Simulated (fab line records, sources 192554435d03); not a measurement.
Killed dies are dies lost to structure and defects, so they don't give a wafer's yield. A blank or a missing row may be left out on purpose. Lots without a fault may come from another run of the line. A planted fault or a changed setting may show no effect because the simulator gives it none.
fab line records | flow n5_finfet
record lots=9 wafers=27 last_day=19
route steps=1938 shown MOL_CONTACT_COAG@559 BEOL_M4@1111 PASSIVATION@1936
lots that met no fault: from a run of the same line without faults
start_h: hours from the record's first day to the start of the lot's first wafer shown | wait_h: hours since the lot's step before | " the same as in the row above | L1.1+2: a row that stands for several wafers | - no value, or no start given | * or withheld: withheld | < > ~ a bound
route shown NAME@n: a module of which the file shows steps, and the number in the route of the first | usual: mean/standard deviation of fault-free wafers | same: alike in all rows | chamber/n: place in a boat | sites: the reading at each site | _std_site: their standard deviation | _edge_site: outer sites' mean less inner sites' | radius_mm: how far each site lies from the wafer's centre | mask NAME#n: copy n | behind: the tool/chamber that last shaped the wafer | hold: why the lot was held/for how many hours/how that ended | device: the transistor (n, p or np) that didn't switch | end of line: the same wafers' tests at the end of the route | a step without rows: its recipe alone | killed: dies lost to structure and defects at the first sort, not the wafer's yield | map: a wafer's dies, x killed, . not, _ none there
set.NAME: the setting as run; set.NAME@STEP: as run at that earlier step | model.NAME: the simulator's own value behind a step, which no gauge read
steps of the route over a sample of lots; a table a step, a row a wafer
services: from which hour (start_h, from the record's first day; less than 0 if before it) a tool's chamber was out of use, for how many hours, and why
## steps
# step N5_MOL_CONTACT_COAG_ALD_27
# recipe material=SiOC target_thk_a=170 temp_c=400 ald_precursor_family=carbosiloxane ald_co_reactant=H2-plasma pulse_time_s=1.5 time_s=2720 purge_time_s=2 co_reactant_purge_time_s=2 ald_cycles=340 pressure_torr=2
# usual ald_cycles=340/0 heater_power_w=821/77 precursor_pulse_height_rel=0.998/0.02 susceptor_temp_C=400.00/0.24
# columns lot.wafer tool chamber start_h wait_h ald_cycles heater_power_w precursor_pulse_height_rel susceptor_temp_C
L912.1 ald_sin-02 1 112.54 0.6 340 826 0.982 400.47
L912.2 " 0 " " 340 726 0.985 400.17
L912.6 " 0 " " 340 755 0.974 399.94
L915.2 ald_sin-01 3 116.65 0.0 340 744 1.010 399.79
L915.3 " 0 " " 340 724 0.973 399.74
L915.6 " 1 " " 340 935 0.990 399.94
L917.2 ald_sin-02 3 133.22 0.6 340 940 1.003 399.66
L917.4 " 2 " " 340 746 1.022 399.94
L917.5 " 2 " " 340 743 0.987 399.95
L916.1 ald_sin-01 1 134.69 0.3 340 912 0.977 399.85
L916.4 " 3 " " 340 736 0.997 400.05
L916.6 " 0 " " 340 745 0.984 400.06
L925.2 ald_sin-01 1 183.59 1.8 340 937 0.995 399.41
L925.3 " 3 " " 340 745 0.991 400.14
L925.6 " 3 " " 340 727 1.032 399.86
L926.2 ald_sin-01 3 189.76 0.0 340 750 0.997 399.83
L926.3 " 1 " " 340 970 0.993 399.90
L926.5 " 3 " " 340 726 1.017 400.04
L927.2 ald_sin-01 3 195.26 0.0 340 730 1.034 399.93
L927.4 " 0 " " 340 754 0.975 399.75
L927.6 " 2 " " 340 866 0.964 400.12
L929.1 ald_sin-02 0 203.76 0.0 340 722 1.018 399.91
L929.2 " 1 " " 340 805 1.012 400.24
L929.4 " 2 " " 340 738 0.994 399.93
L930.2 ald_sin-02 0 211.15 0.0 340 759 1.028 400.41
L930.4 " 1 " " 340 814 1.011 400.14
L930.6 " 2 " " 340 733 0.989 399.99
# step N5_MOL_CONTACT_COAG_THK_MEAS_29
# recipe reads=SiNx_of_GATE_CUT_PECVD_57+SiNx_of_GATE_CUT_SAC_CAP_01
# usual MD_CAP_THK=17.90/0.081
# columns lot.wafer tool chamber start_h wait_h MD_CAP_THK[nm]
L912.1 film_metro-01 - 114.40 - 17.99
L912.2 " - " " 18.11
L912.6 " - " " 18.00
L915.2 film_metro-01 - 118.52 - 17.95
L915.3 " - " " 17.91
L915.6 " - " " 17.99
L917.2 film_metro-02 - 135.10 - 17.78
L917.4 " - " " 17.90
L917.5 " - " " 17.95
L916.1 film_metro-01 - 136.56 - 18.07
L916.4 " - " " 17.87
L916.6 " - " " 17.99
L925.2 film_metro-02 - 185.45 - 17.88
L925.3 " - " " 18.01
L925.6 " - " " 17.81
L926.2 film_metro-01 - 191.62 - 17.77
L926.3 " - " " 17.95
L926.5 " - " " 17.99
L927.2 film_metro-02 - 197.12 - 17.86
L927.4 " - " " 17.84
L927.6 " - " " 17.85
L929.1 film_metro-02 - 205.62 - 17.97
L929.2 " - " " 18.02
L929.4 " - " " 17.94
L930.2 film_metro-01 - 213.01 - 17.80
L930.4 " - " " 17.85
L930.6 " - " " 17.95
# step N5_MOL_CONTACT_COAG_ALD_123
# recipe material=SiNx target_thk_a=50 temp_c=400 ald_precursor_family=SiH2I2 ald_co_reactant=N2/H2-plasma pulse_time_s=1 purge_time_s=2 co_reactant_purge_time_s=2 ald_cycles=100 pressure_torr=2
# usual ald_cycles=100/0 heater_power_w=835/72 precursor_pulse_height_rel=0.998/0.021 susceptor_temp_C=399.99/0.22
# columns lot.wafer tool chamber start_h wait_h ald_cycles heater_power_w precursor_pulse_height_rel susceptor_temp_C
L912.1 ald_sin-03 1 114.44 0.0 100 803 0.970 400.09
L912.2 " 3 " " 100 889 1.027 399.98
L912.6 " 2 " " 100 840 1.011 399.70
L915.2 ald_sin-02 1 118.55 0.0 100 821 1.009 400.23
L915.3 " 0 " " 100 753 0.989 399.89
L915.6 " 1 " " 100 813 0.980 400.08
L917.2 ald_sin-03 2 135.13 0.0 100 844 1.006 400.36
L917.4 " 0 " " 100 919 0.993 399.92
L917.5 " 1 " " 100 810 0.997 399.99
L916.1 ald_sin-01 1 136.59 0.0 100 911 0.995 399.80
L916.4 " 2 " " 100 848 0.981 400.22
L916.6 " 1 " " 100 961 0.990 399.85
L925.2 ald_sin-01 2 188.02 2.6 100 847 1.020 400.13
L925.3 " 0 " " 100 737 1.020 399.88
L925.6 " 2 " " 100 859 0.996 400.02
L926.2 ald_sin-02 1 191.66 0.0 100 819 1.002 399.80
L926.3 " 3 " " 100 910 0.992 399.86
L926.5 " 2 " " 100 747 0.993 400.21
L927.2 ald_sin-03 1 197.50 0.4 100 804 1.010 400.05
L927.4 " 3 " " 100 876 0.995 400.00
L927.6 " 0 " " 100 932 1.005 399.91
L929.1 ald_sin-02 0 205.66 0.0 100 718 0.973 399.90
L929.2 " 2 " " 100 744 0.997 399.60
L929.4 " 3 " " 100 931 0.995 399.85
L930.2 ald_sin-03 3 213.05 0.0 100 932 0.978 400.36
L930.4 " 2 " " 100 830 0.992 400.27
L930.6 " 1 " " 100 807 0.969 400.26
# step N5_MOL_CONTACT_COAG_ALD_131
# recipe material=SiO2 target_thk_a=50 temp_c=100 ald_precursor_family=BDEAS ald_co_reactant=O2-plasma pulse_time_s=1 co_reactant_pulse_time_s=1 purge_time_s=2 co_reactant_purge_time_s=2 ald_cycles=35 pressure_torr=2
# usual ald_cycles=35/0 heater_power_w=77/6.9 precursor_pulse_height_rel=0.999/0.021 susceptor_temp_C=99.99/0.12
# columns lot.wafer tool chamber start_h wait_h ald_cycles heater_power_w precursor_pulse_height_rel susceptor_temp_C
L912.1 ald_sin-03 1 115.85 0.1 35 73 1.017 100.07
L912.2 " 3 " " 35 83 1.017 99.92
L912.6 " 0 " " 35 85 0.971 99.94
L915.2 ald_sin-02 3 119.77 0.1 35 87 0.998 100.01
L915.3 " 1 " " 35 75 0.981 100.16
L915.6 " 3 " " 35 83 1.021 99.96
L917.2 ald_sin-01 0 136.40 0.1 35 69 0.962 99.98
L917.4 " 1 " " 35 86 0.979 100.25
L917.5 " 1 " " 35 89 0.988 100.28
L916.1 ald_sin-01 2 137.70 0.1 35 79 1.010 100.06
L916.4 " 1 " " 35 89 1.023 100.11
L916.6 " 3 " " 35 67 1.022 100.16
L925.2 ald_sin-01 2 189.24 0.1 43 78 0.970 99.87
L925.3 " 3 " " 43 67 1.031 99.98
L925.6 " 3 " " 35 68 0.987 100.09
L926.2 ald_sin-02 3 192.76 0.1 35 84 1.017 99.96
L926.3 " 0 " " 35 68 0.987 100.08
L926.5 " 2 " " 35 67 0.972 100.08
L927.2 ald_sin-03 3 198.60 0.1 35 83 1.000 100.02
L927.4 " 2 " " 35 77 0.991 99.83
L927.6 " 3 " " 35 83 1.017 99.81
L929.1 ald_sin-02 0 207.18 0.5 35 68 1.010 99.71
L929.2 " 3 " " 35 83 1.024 100.06
L929.4 " 2 " " 35 70 0.997 99.97
L930.2 ald_sin-03 1 214.31 0.1 35 75 0.979 99.97
L930.4 " 0 " " 35 88 0.992 99.79
L930.6 " 0 " " 35 87 0.976 99.90
# step N5_BEOL_M4_RC_MEAS_101
# usual DIBL_N=36.0/1.7 DIBL_P=36.2/1.9 IOFF_N=0.154/0.028 IOFF_P=0.21/0.036 ION_N=675/11 ION_P=463/8.3 SS_N=71.4/0.63 SS_P=73.2/0.55 VT_N=250.2/3 VT_P=-251/3.7
# columns lot.wafer tool chamber start_h wait_h device DIBL_N[mV/V] DIBL_P[mV/V] IOFF_N[nA/um] IOFF_P[nA/um] ION_N[uA/um] ION_P[uA/um] SS_N[mV/dec] SS_P[mV/dec] VT_N[mV] VT_P[mV]
L912.1 prober-01 0 197.44 0.0 - 35.0 33.2 0.116 0.17 670 455 71.2 73.0 252.2 -252
L912.2 " 0 " " - 38.3 38.5 0.186 0.26 688 474 72.9 73.9 245.6 -247
L912.6 " 0 " " - 39.0 38.7 0.196 0.26 700 477 72.4 73.9 245.2 -246
L915.2 prober-02 0 239.69 0.2 - 37.7 38.6 0.180 0.23 685 477 71.5 73.7 249.5 -247
L915.3 " 0 " " - 38.0 38.8 0.185 0.23 679 467 72.4 73.4 246.9 -248
L915.6 " 0 " " - 34.4 34.9 0.128 0.17 671 462 71.1 72.3 252.7 -250
L916.1 prober-01 0 262.57 0.0 - 38.5 40.8 0.191 0.23 689 469 71.7 73.7 247.8 -248
L916.4 " 0 " " - 34.9 36.2 0.124 0.17 654 455 71.2 73.0 255.7 -254
L916.6 " 0 " " - 37.2 39.1 0.178 0.20 700 465 71.2 74.1 246.3 -252
L917.2 prober-02 0 264.84 0.2 - 34.7 35.6 0.134 0.18 666 460 71.4 72.7 252.2 -252
L917.4 " 0 " " - 35.7 36.4 0.155 0.20 679 461 71.4 72.8 248.9 -251
L917.5 " 0 " " - 35.7 36.5 0.146 0.19 674 465 71.2 72.5 249.6 -251
L926.2 prober-02 0 310.04 0.2 - 35.8 34.7 0.133 0.21 668 463 70.8 73.0 252.7 -247
L926.3 " 0 " " - 36.9 37.0 0.160 0.25 669 465 71.2 73.9 245.8 -246
L926.5 " 0 " " - 35.5 34.6 0.142 0.22 665 466 70.7 72.5 247.8 -248
L927.2 prober-01 0 316.01 0.2 - 35.8 35.0 0.147 0.18 667 456 71.2 73.4 253.0 -254
L927.4 " 0 " " - 34.4 34.3 0.138 0.18 684 466 71.4 73.2 249.5 -255
L927.6 " 0 " " - 33.4 32.6 0.119 0.16 667 449 71.3 72.6 257.5 -255
L925.2 prober-01 0 334.07 0.2 np - - - - - - - - - -
L925.3 " 0 " " np - - - - - - - - - -
L925.6 " 0 " " - 36.0 36.5 0.150 0.20 678 466 71.1 72.4 247.7 -248
L929.1 prober-02 0 339.42 0.0 - 37.2 37.0 0.177 0.23 681 468 71.8 73.7 250.5 -249
L929.2 " 0 " " - 39.3 38.5 0.221 0.26 682 466 72.9 73.6 246.6 -246
L929.4 " 0 " " - 36.8 36.7 0.175 0.24 687 474 70.9 74.0 247.1 -248
L930.2 prober-01 0 340.00 0.2 - 35.2 32.4 0.128 0.17 662 459 70.8 72.1 256.1 -253
L930.4 " 0 " " - 33.8 32.5 0.107 0.17 669 462 70.2 72.8 258.0 -255
L930.6 " 0 " " - 36.6 35.7 0.150 0.22 673 466 71.1 72.9 251.3 -248
# step N5_PASSIVATION_PROBE_49
# usual defect_limited_yield=90.9/1.4 killed_at_M0_to_M3=38/11 killed_at_M4_up=13/5.9 killed_at_contacts=14/6.4 killed_at_front_end=38/11 killed_at_other=3.3/2.5 killed_dies=107/16 killed_on_rim=14/3.6 killed_open=70/12 killed_short=35/7.7 sort_bin_5_function=5.3/0.94 sort_bin_6_memory=3.5/0.7 sort_n_pass=1073/16 sort_yield_pct=90.9/1.4
# same gross_dies=1180 killed_at_back_side=0 sort_bin_4_leakage[%]=0 sort_bin_8_speed[%]=0
# columns lot.wafer tool chamber start_h wait_h defect_limited_yield[%] killed_at_M0_to_M3 killed_at_M4_up killed_at_contacts killed_at_front_end killed_at_other killed_dies killed_on_rim killed_open killed_short sort_bin_5_function[%] sort_bin_6_memory[%] sort_n_pass sort_yield_pct[%]
L927.2 prober-02 - 424.46 0.1 90.6 50 12 22 24 3 111 18 73 32 6.1 2.8 1069 90.6
L927.4 prober-02 - 424.56 0.2 90.3 47 11 15 41 0 114 17 82 31 5.7 3.5 1066 90.3
L927.6 prober-02 - 424.66 0.3 91.6 37 20 14 24 4 99 9 67 30 4.9 3.1 1081 91.6
L925.2 prober-02 - 449.86 0.1 78.0 54 12 166 26 2 260 35 74 31 17.5 4.2 920 78.0
L925.3 prober-02 - 449.91 0.1 76.2 58 8 173 41 1 281 43 87 32 19.6 3.8 899 76.2
L925.6 prober-02 - 450.06 0.3 90.0 42 10 23 42 1 118 19 68 50 6.2 3.4 1062 90.0
# killed by level:class
L927.2 BEOL_M3:geometric_particle:open=18 MOL_CONTACT_COAG:geometric_particle:open=15 BEOL_M0_SAQP:geometric_particle:open=8 BEOL_M0_SAQP:geometric_particle:short=8 MOL_CONTACT_COAG:geometric_particle:short=7 BEOL_M1:geometric_particle:open=7 STI_FIN_REVEAL:geometric_particle:open=4 BEOL_M1:geometric_particle:short=4
L927.4 STI_FIN_REVEAL:geometric_particle:open=17 MOL_CONTACT_COAG:geometric_particle:open=11 BEOL_M1:geometric_particle:open=10 BEOL_M2:geometric_particle:open=9 BEOL_M3:geometric_particle:open=9 GATE_CUT:geometric_particle:short=7 BEOL_M0_SAQP:geometric_particle:open=6 STI_FIN_REVEAL:geometric_particle:short=5
L927.6 MOL_CONTACT_COAG:geometric_particle:open=12 BEOL_M3:geometric_particle:open=11 FIN_SAQP:geometric_particle:short=5 STI_FIN_REVEAL:geometric_particle:open=5 BEOL_M0_SAQP:geometric_particle:short=5 BEOL_M4:geometric_particle:open=5 DUMMY_GATE:geometric_particle:open=4 BEOL_M0:geometric_particle:open=4
L925.2 MOL_CONTACT_COAG:area_ald=154 BEOL_M2:geometric_particle:open=15 MOL_CONTACT_COAG:geometric_particle:open=9 BEOL_M0_SAQP:geometric_particle:open=8 BEOL_M0_SAQP:geometric_particle:short=7 BEOL_M2:geometric_particle:short=6 BEOL_M3:geometric_particle:open=6 STI_FIN_REVEAL:geometric_particle:open=5
L925.3 MOL_CONTACT_COAG:area_ald=160 BEOL_M2:geometric_particle:open=25 MOL_CONTACT_COAG:geometric_particle:open=11 BEOL_M0_SAQP:geometric_particle:open=9 BEOL_M2:geometric_particle:short=8 BEOL_M3:geometric_particle:open=7 FIN_SAQP:geometric_particle:open=6 DUMMY_GATE:geometric_particle:open=6
L925.6 MOL_CONTACT_COAG:geometric_particle:open=14 FIN_SAQP:geometric_particle:short=12 BEOL_M0_SAQP:geometric_particle:short=12 MOL_CONTACT_COAG:geometric_particle:short=9 BEOL_M2:geometric_particle:open=8 FIN_SAQP:geometric_particle:open=6 BEOL_M3:geometric_particle:open=6 STI_FIN_REVEAL:geometric_particle:open=5
## services
# columns tool chamber start_h hours kind
ald_sin-01 0 99.46 - clean
ald_sin-01 1 99.46 - clean
ald_sin-01 2 99.46 - clean
ald_sin-01 3 99.46 - clean
ald_sin-01 - 110.18 2.8 pm
ald_sin-03 - 110.86 1.4 repair
ald_sin-01 1 127.63 3.0 repair
ald_sin-02 - 176.75 14.0 pm
ald_sin-02 0 176.75 14.0 vent_cycle
ald_sin-02 1 176.75 14.0 vent_cycle
ald_sin-02 2 176.75 14.0 vent_cycle
ald_sin-02 3 176.75 14.0 vent_cycle
ald_sin-02 0 190.75 - clean
ald_sin-02 1 190.75 - clean
ald_sin-02 2 190.75 - clean
ald_sin-02 3 190.75 - clean
ald_sin-03 3 193.74 3.0 repair
## key
first_sign step=N5_MOL_CONTACT_COAG_ALD_131 reading=ald_cycles direction=up sigmas=99+ usual=* struck=*
effect step=N5_BEOL_M4_RC_MEAS_101 reading=device direction=added
effect step=N5_PASSIVATION_PROBE_49 reading=killed_at_contacts direction=up sigmas=24 usual=14 struck=170
more_kills_born_at N5_MOL_CONTACT_COAG_ALD_131@ald_sin-01=314
met_at N5_MOL_CONTACT_COAG_ALD_131
struck_lots L925
struck_wafers L925.2,L925.3
not_acting_at N5_MOL_CONTACT_COAG_ALD_27,N5_MOL_CONTACT_COAG_THK_MEAS_29,N5_MOL_CONTACT_COAG_ALD_123
onset_between 137.70 189.24
fault kind=process_parameter_drift tool=ald_sin-01 chamber=- onset_h=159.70 steps=N5_MOL_CONTACT_COAG_ALD_131 channel=ald_cycles offset=* shape=step end_h=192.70 scope=struck_wafers_only acts_in=* stated=*
